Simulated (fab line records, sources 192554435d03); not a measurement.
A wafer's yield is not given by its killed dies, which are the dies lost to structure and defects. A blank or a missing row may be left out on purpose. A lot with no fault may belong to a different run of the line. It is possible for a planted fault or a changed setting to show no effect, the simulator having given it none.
What tool caused it? | flow n5-finfet | 30 wafers from 10 lots sampled at 5 of the route's 1938 steps

== WHAT EACH GAUGE READ, for each wafer ==
N5_BEOL_M5_THK_MEAS_01. Usual: for M5_ILD_THK the level is 121.1 nm and the standard deviation is 1.8.
lot  | measured     | on            | M5_ILD_THK (nm)   | flag
L402 | day 7 16:42  | film-metro-01 | 120.5 119.2 120.3 |
L404 | day 8 02:28  | film-metro-02 | 116.4 122.2 121.9 |
L409 | day 9 11:38  | film-metro-02 | 118.8 121.1 118.6 |
L411 | day 10 03:38 | film-metro-02 | 119.3 122.1 124.2 |
L413 | day 10 17:05 | film-metro-02 | 138.4 140.7 138.8 | OFF
L414 | day 11 03:41 | film-metro-02 | 138.6 140.4 140.7 | OFF
L419 | day 12 01:45 | film-metro-01 | 119.8 120.0 122.4 |
L421 | day 12 11:19 | film-metro-02 | 119.1 120.5 123.3 |
L423 | day 13 03:52 | film-metro-02 | 116.6 120.6 120.1 |
L424 | day 13 20:53 | film-metro-02 | 119.2 118.7 121.9 |

== TOOL THAT RAN EACH LOT (tool first, then ch and the chambers of the sampled wafers, then the start) ==
lot  | N5_BEOL_M4_ANNEAL_87         | N5_BEOL_M4_SPUTTER_96        | N5_BEOL_M4_CMP_52             | N5_BEOL_M5_CURE_79
L402 | pvd-sputter-01, day 7 13:03  | pvd-sputter-01, day 7 14:04  | cmp-03 ch 1,2,3, day 7 14:34  | uv-cure-02 ch 1, day 7 16:11
L404 | pvd-sputter-01, day 7 21:53  | pvd-sputter-01, day 7 22:55  | cmp-03 ch 1,2,3, day 7 23:32  | uv-cure-03 ch 2, day 8 01:29
L409 | pvd-sputter-01, day 9 07:43  | pvd-sputter-01, day 9 08:44  | cmp-01 ch 0,1,3, day 9 09:37  | uv-cure-01 ch 0, day 9 11:17
L411 | pvd-sputter-03, day 9 22:28  | pvd-sputter-03, day 9 23:29  | cmp-01 ch 0,1,2, day 10 01:30 | uv-cure-01 ch 1, day 10 03:13
L413 | pvd-sputter-02, day 10 13:26 | pvd-sputter-02, day 10 14:27 | cmp-01 ch 0,2,3, day 10 14:56 | uv-cure-03 ch 2, day 10 16:35
L414 | pvd-sputter-03, day 11 00:01 | pvd-sputter-03, day 11 01:02 | cmp-03 ch 1,2,3, day 11 01:32 | uv-cure-03 ch 1, day 11 03:10
L419 | pvd-sputter-02, day 11 21:58 | pvd-sputter-02, day 11 22:59 | cmp-02 ch 1,2, day 11 23:36   | uv-cure-02 ch 2, day 12 01:14
L421 | pvd-sputter-03, day 12 07:29 | pvd-sputter-03, day 12 08:30 | cmp-02 ch 0,1,2, day 12 09:16 | uv-cure-03 ch 1, day 12 10:52
L423 | pvd-sputter-01, day 13 00:10 | pvd-sputter-01, day 13 01:11 | cmp-01 ch 0,2,3, day 13 01:45 | uv-cure-03 ch 1, day 13 03:21
L424 | pvd-sputter-01, day 13 16:45 | pvd-sputter-01, day 13 17:46 | cmp-03 ch 0,3, day 13 18:18   | uv-cure-02 ch 0, day 13 19:54
- N5_BEOL_M4_ANNEAL_87: time 240 s.
- N5_BEOL_M4_SPUTTER_96: material Cu, target thk 4.5 nm, time 8.29 s.
- N5_BEOL_M4_CMP_52: polishes, stops on SiOC, t overpolish 6.8 s, target thk 40 nm.
- N5_BEOL_M5_CURE_79: cures SiCOH lowk, time 240 s.

== WHAT THE TOOLS THEMSELVES READ (means of the sampled wafers that have a number; where no wafer has one, the mark that the record gives instead) ==
N5_BEOL_M4_ANNEAL_87. Usual: heater-power-w at 914 W, with a standard deviation of 120.
lot  | tool           | heater-power-w (W) | flag
L402 | pvd-sputter-01 | 1048               |
L404 | pvd-sputter-01 | 915                |
L409 | pvd-sputter-01 | 998                |
L411 | pvd-sputter-03 | 908                |
L413 | pvd-sputter-02 | 955                |
L414 | pvd-sputter-03 | 794                |
L419 | pvd-sputter-02 | 902                |
L421 | pvd-sputter-03 | 898                |
L423 | pvd-sputter-01 | 932                |
L424 | pvd-sputter-01 | 986                |

N5_BEOL_M4_SPUTTER_96. Usual: throttle-valve-pct at 30.3 %, with a standard deviation of 1.1.
lot  | tool           | throttle-valve-pct (%) | flag
L402 | pvd-sputter-01 | 31.3                   |
L404 | pvd-sputter-01 | 30.5                   |
L409 | pvd-sputter-01 | 30.7                   |
L411 | pvd-sputter-03 | 29.6                   |
L413 | pvd-sputter-02 | 30.2                   |
L414 | pvd-sputter-03 | 29.2                   |
L419 | pvd-sputter-02 | 30.6                   |
L421 | pvd-sputter-03 | 29.7                   |
L423 | pvd-sputter-01 | 30.5                   |
L424 | pvd-sputter-01 | 30.6                   |

N5_BEOL_M4_CMP_52. Usual: barrier-field-endpoint-s 24.5 s, standard deviation 0.62; clearing-platen-down-force-psi 1.4997 psi, standard deviation 0.0028; motor-current-A 5.9 A, standard deviation 0.57; overpolish-run-s 6.801 s, standard deviation 0.0088; retaining-ring-pressure-frac 1.000, standard deviation 0.0051; time-to-endpoint-s 62 s, standard deviation 3.4.
lot  | tool   | barrier-field-endpoint-s (s) | clearing-platen-down-force-psi (psi) | motor-current-A (A) | overpolish-run-s (s) | retaining-ring-pressure-frac | time-to-endpoint-s (s) | flag
L402 | cmp-03 | 25.3                         | 1.4978                               | 5.7                 | 6.801                | 1.004                        | 67                     |
L404 | cmp-03 | 24.7                         | 1.5023                               | 5.5                 | 6.802                | 0.999                        | 66                     |
L409 | cmp-01 | 24.4                         | 1.4987                               | 6.4                 | 6.807                | 1.002                        | 63                     |
L411 | cmp-01 | 24.6                         | 1.5015                               | 5.9                 | 6.800                | 1.006                        | 64                     |
L413 | cmp-01 | 24.8                         | 1.4954                               | 6.3                 | 6.799                | 0.998                        | 62                     |
L414 | cmp-03 | 23.4                         | 1.4989                               | 5.5                 | 6.796                | 1.002                        | 64                     |
L419 | cmp-02 | 24.0                         | 1.4970                               | 5.9                 | 6.811                | 0.997                        | 62                     |
L421 | cmp-02 | 24.3                         | 1.5002                               | 6.1                 | 6.793                | 1.000                        | 58                     |
L423 | cmp-01 | 23.5                         | 1.4987                               | 6.4                 | 6.803                | 0.998                        | 60                     |
L424 | cmp-03 | 24.3                         | 1.5020                               | 5.7                 | 6.805                | 1.002                        | 61                     |

N5_BEOL_M5_CURE_79. Usual: lamp-power-pct 52.31 %, standard deviation 0.056; run-length-s 286.2 s, standard deviation 1.7; wafer_temp_C_max 387.1, standard deviation 0.62.
lot  | tool       | lamp-power-pct (%) | run-length-s (s) | wafer_temp_C_max | flag
L402 | uv-cure-02 | 52.33              | 286.0            | 387.9            |
L404 | uv-cure-03 | 52.33              | 289.9            | 386.4            |
L409 | uv-cure-01 | 52.34              | 284.7            | 386.3            |
L411 | uv-cure-01 | 52.35              | 285.8            | 387.2            |
L413 | uv-cure-03 | -                  | -                | -                | OFF
L414 | uv-cure-03 | -                  | -                | -                | OFF
L419 | uv-cure-02 | 52.31              | 285.6            | 386.9            |
L421 | uv-cure-03 | 52.31              | 285.1            | 387.3            |
L423 | uv-cure-03 | 52.27              | 284.8            | 387.3            |
L424 | uv-cure-02 | 52.29              | 289.7            | 387.2            |

== THE ANSWER, worked out from the rows above alone ==
Rule: a lot is off if the mean of its wafers that have a number lies more than 3 standard deviations from the usual mean. A lot without any number at a reading at which 4 lots or more have one is off too. The other lots that the step has rows for count as sound. Order of review: gauges by route order, followed by the tools' own readings, for which a lot's mean as printed above is used. At the first step where some lot is off, the reading lying furthest off is the one used; lots without a number count as furthest.
Off: at N5_BEOL_M5_THK_MEAS_01 (M5_ILD_THK), L413, L414.
If a tool, at a process step before that reading, ran all the lots that are off and no sound lot after the first of them, it fits. The gauges at N5_BEOL_M5_THK_MEAS_01 aren't tried: what is off there is off at N5_BEOL_M5_CURE_79 too, on other tools, and a gauge's error can't cause that. None of those tried fits.

== WHAT HAD BEEN PUT IN BY THE SIMULATOR ==
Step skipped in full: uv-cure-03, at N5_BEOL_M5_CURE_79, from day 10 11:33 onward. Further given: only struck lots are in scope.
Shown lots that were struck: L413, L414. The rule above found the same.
